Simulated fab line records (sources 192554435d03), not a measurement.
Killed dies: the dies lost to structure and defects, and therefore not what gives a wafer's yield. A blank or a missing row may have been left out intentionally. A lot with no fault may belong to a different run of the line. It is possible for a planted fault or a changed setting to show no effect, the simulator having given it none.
Matching of chambers / flow n5 finfet / 4 sister chambers for N5_BEOL_M6_STRIP_19 on rie diel-04
The step strips in O2. 14 wafers are shown with their chamber, then 7 later ones without.

== WAFERS PAIRED WITH THEIR CHAMBERS ==
wafer=L076.2; chamber=1; showerhead plenum p Torr (Torr)=2.25; throttle valve pct (%)=16.44; oes product au (a.u.)=0.95
wafer=L076.5; chamber=1; showerhead plenum p Torr (Torr)=2.25; throttle valve pct (%)=16.46; oes product au (a.u.)=0.94
wafer=L076.6; chamber=2; showerhead plenum p Torr (Torr)=2.03; throttle valve pct (%)=16.70; oes product au (a.u.)=0.72
wafer=L080.1; chamber=0; showerhead plenum p Torr (Torr)=2.03; throttle valve pct (%)=16.50; oes product au (a.u.)=1.01
wafer=L080.3; chamber=3; showerhead plenum p Torr (Torr)=2.15; throttle valve pct (%)=16.90; oes product au (a.u.)=0.68
wafer=L080.5; chamber=0; showerhead plenum p Torr (Torr)=2.03; throttle valve pct (%)=16.50; oes product au (a.u.)=1.00
wafer=L083.3; chamber=0; showerhead plenum p Torr (Torr)=2.03; throttle valve pct (%)=16.50; oes product au (a.u.)=0.94
wafer=L083.5; chamber=2; showerhead plenum p Torr (Torr)=2.03; throttle valve pct (%)=16.71; oes product au (a.u.)=0.69
wafer=L083.6; chamber=3; showerhead plenum p Torr (Torr)=2.14; throttle valve pct (%)=16.91; oes product au (a.u.)=0.67
wafer=L084.2; chamber=2; showerhead plenum p Torr (Torr)=2.02; throttle valve pct (%)=16.70; oes product au (a.u.)=0.69
wafer=L084.3; chamber=1; showerhead plenum p Torr (Torr)=2.25; throttle valve pct (%)=16.49; oes product au (a.u.)=0.89
wafer=L084.6; chamber=2; showerhead plenum p Torr (Torr)=2.02; throttle valve pct (%)=16.70; oes product au (a.u.)=0.69
wafer=L090.2; chamber=2; showerhead plenum p Torr (Torr)=2.02; throttle valve pct (%)=16.73; oes product au (a.u.)=0.68
wafer=L090.5; chamber=1; showerhead plenum p Torr (Torr)=2.24; throttle valve pct (%)=16.53; oes product au (a.u.)=0.88

SIGNATURES (means of the wafers above)
reading=showerhead plenum p Torr; chamber 0=2.0300; chamber 1=2.2475; chamber 2=2.0240; chamber 3=2.1450; scatter within a chamber=0.00495
reading=throttle valve pct; chamber 0=16.5000; chamber 1=16.4800; chamber 2=16.7080; chamber 3=16.9050; scatter within a chamber=0.0231
reading=oes product au; chamber 0=0.9833; chamber 1=0.9150; chamber 2=0.6940; chamber 3=0.6750; scatter within a chamber=0.0275
Rule: for each reading, subtract the chamber's mean from the wafer's reading, divide by that reading's scatter and square the result; add these up over the readings and take the root, which gives the wafer's distance from the chamber. If the next closest chamber is less than 2 further off than the closest, the wafer can't be placed; otherwise it belongs to the closest. The scatter is the square root of a quotient: the sum, over the shown wafers, of each reading's squared deviation from its chamber's mean, divided by wafers minus chambers.

== WAFERS WITHOUT THEIR CHAMBER ==
wafer=L090.6; showerhead plenum p Torr (Torr)=2.02; throttle valve pct (%)=16.74; oes product au (a.u.)=0.68
wafer=L091.4; showerhead plenum p Torr (Torr)=2.14; throttle valve pct (%)=16.96; oes product au (a.u.)=0.67
wafer=L091.5; showerhead plenum p Torr (Torr)=2.02; throttle valve pct (%)=16.74; oes product au (a.u.)=0.68
wafer=L091.6; showerhead plenum p Torr (Torr)=2.24; throttle valve pct (%)=16.49; oes product au (a.u.)=0.88
wafer=L096.3; showerhead plenum p Torr (Torr)=2.01; throttle valve pct (%)=16.78; oes product au (a.u.)=0.67
wafer=L096.5; showerhead plenum p Torr (Torr)=2.02; throttle valve pct (%)=16.58; oes product au (a.u.)=0.87
wafer=L096.6; showerhead plenum p Torr (Torr)=2.01; throttle valve pct (%)=16.78; oes product au (a.u.)=0.67

== CHAMBER TAKEN BY EACH ==
wafer=L090.6; from the rows above=2; in truth=2
wafer=L091.4; from the rows above=3; in truth=3
wafer=L091.5; from the rows above=2; in truth=2
wafer=L091.6; from the rows above=1; in truth=1
wafer=L096.3; from the rows above=2; in truth=2
wafer=L096.5; from the rows above=0; in truth=0
wafer=L096.6; from the rows above=2; in truth=2
Placed correctly: 7 of 7. Number that these rows cannot place: 0. 0 placed wrongly.
